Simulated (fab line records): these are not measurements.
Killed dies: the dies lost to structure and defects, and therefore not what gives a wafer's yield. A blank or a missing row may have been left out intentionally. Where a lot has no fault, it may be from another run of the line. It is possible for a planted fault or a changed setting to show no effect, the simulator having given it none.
Split-lot study | flow n5_finfet | 21 wafers read across 7 lots, on a route 1938 steps long

== ON THE SPLIT ==
At N5_BEOL_M7_VIA_ETCH_34 (etches SiCOH lowk in C4F6/O2, target depth 125.5 nm, time 50.5 s), the setting source_w was moved away from the recipe's 345 W on 9 of the 21 wafers read, by -9.8% to +16.0%. This setting was run at the recipe's value on the other wafers.

The reading comes from the split's own step.

== THE READING ==
rf_vpp_V, in V, at N5_BEOL_M7_VIA_ETCH_34 (etches SiCOH lowk in C4F6/O2, target depth 125.5 nm, time 50.5 s). Typical for fault-free wafers on this fab line: 661 V, with standard deviation 11 V.

wafer  | tool, chamber at the split | source_w as run, W | against the recipe | rf_vpp_V, V | against lot-mates on the recipe
L076.1 | rie_diel-03, 1             | 368.2              | +6.7%              | 640         | -15
L076.5 | rie_diel-03, 1             | 368.2              | +6.7%              | 640         | -15
L076.6 | rie_diel-03, 2             | 345                | recipe             | 655         | -
L078.2 | rie_diel-06, 0             | 363.7              | +5.4%              | 629         | -38
L078.3 | rie_diel-06, 3             | 345                | recipe             | 674         | -
L078.5 | rie_diel-06, 2             | 345                | recipe             | 659         | -
L088.1 | rie_diel-06, 1             | 345                | recipe             | 665         | -
L088.3 | rie_diel-06, 0             | 395.5              | +14.6%             | 603         | -62
L088.6 | rie_diel-06, 3             | 395.5              | +14.6%             | 628         | -37
L087.1 | rie_diel-01, 0             | 345                | recipe             | 648         | -
L087.5 | rie_diel-01, 2             | 311.3              | -9.8%              | 687         | +39
L087.6 | rie_diel-01, 0             | 311.3              | -9.8%              | 683         | +35
L089.4 | rie_diel-06, 3             | 400.3              | +16.0%             | 624         | -49
L089.5 | rie_diel-06, 3             | 345                | recipe             | 673         | -
L089.6 | rie_diel-06, 0             | 400.3              | +16.0%             | 600         | -73
L091.1 | rie_diel-03, 0             | 345                | recipe             | 664         | -
L091.4 | rie_diel-03, 2             | 345                | recipe             | 656         | -
L091.6 | rie_diel-03, 2             | 345                | recipe             | 655         | -
L094.2 | rie_diel-03, 1             | 345                | recipe             | 662         | -
L094.5 | rie_diel-03, 3             | 345                | recipe             | 667         | -
L094.6 | rie_diel-03, 0             | 345                | recipe             | 664         | -

FIT RESULTS
A straight line over all 21 wafers: rf_vpp_V changes by -3 V for each +1% of source_w; r = -0.93; the points scatter about the line by 9 V.
The same after taking each lot's own level away (the mean of its wafers on the recipe; 21 wafers): -3.63 V for each +1%; r = -0.96; scatter 8.3 V.
The reading moves by 58 V for the largest change in source_w, on that fit.
Measured against the standard deviation above, the lots' own levels, which go from 648.0 to 673.0 V, span 2.3 times it.
Hence the slope depends on the lot-to-lot level, as the two fits are not the same.
Check: -60.3 V against its lot-mates is what the line predicts for one of the wafers moved furthest among these (+16.0%) when that wafer is left out of the fit. Against them it came out at -49 V.
Tool readings at the split's step, against how far the setting was moved: rf_vpp_V r = -0.93.

== FURTHER SPLITS ON THESE WAFERS ==
Note: prior to the reading, these wafers also went through further splits. Each is held against what the fit with the lots' levels taken away leaves over:
other split on the same wafers     | wafers away from the commonest value | r with rf_vpp_V (lot level and that fit taken away)
N5_BEOL_M4_ETCH_64 bias_w          | 8                                    | +0.34
N5_BEOL_M4_COAT_67 spin_rpm        | 10                                   | +0.00
N5_BEOL_M4_TRENCH_ETCH_37 source_w | 12                                   | -0.24
N5_BEOL_M5_ETCH_72 source_w        | 8                                    | +0.16
N5_BEOL_M5_COAT_74 spin_rpm        | 4                                    | -0.26
N5_BEOL_M7_ILD_DEP_00 time_s       | 10                                   | +0.28
N5_BEOL_M7_ETCH_66 time_s          | 6                                    | +0.21

== THE FILE'S OWN FIT ==
rf_vpp_V changes by -3.7 V for each +1% of source_w, r = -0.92.
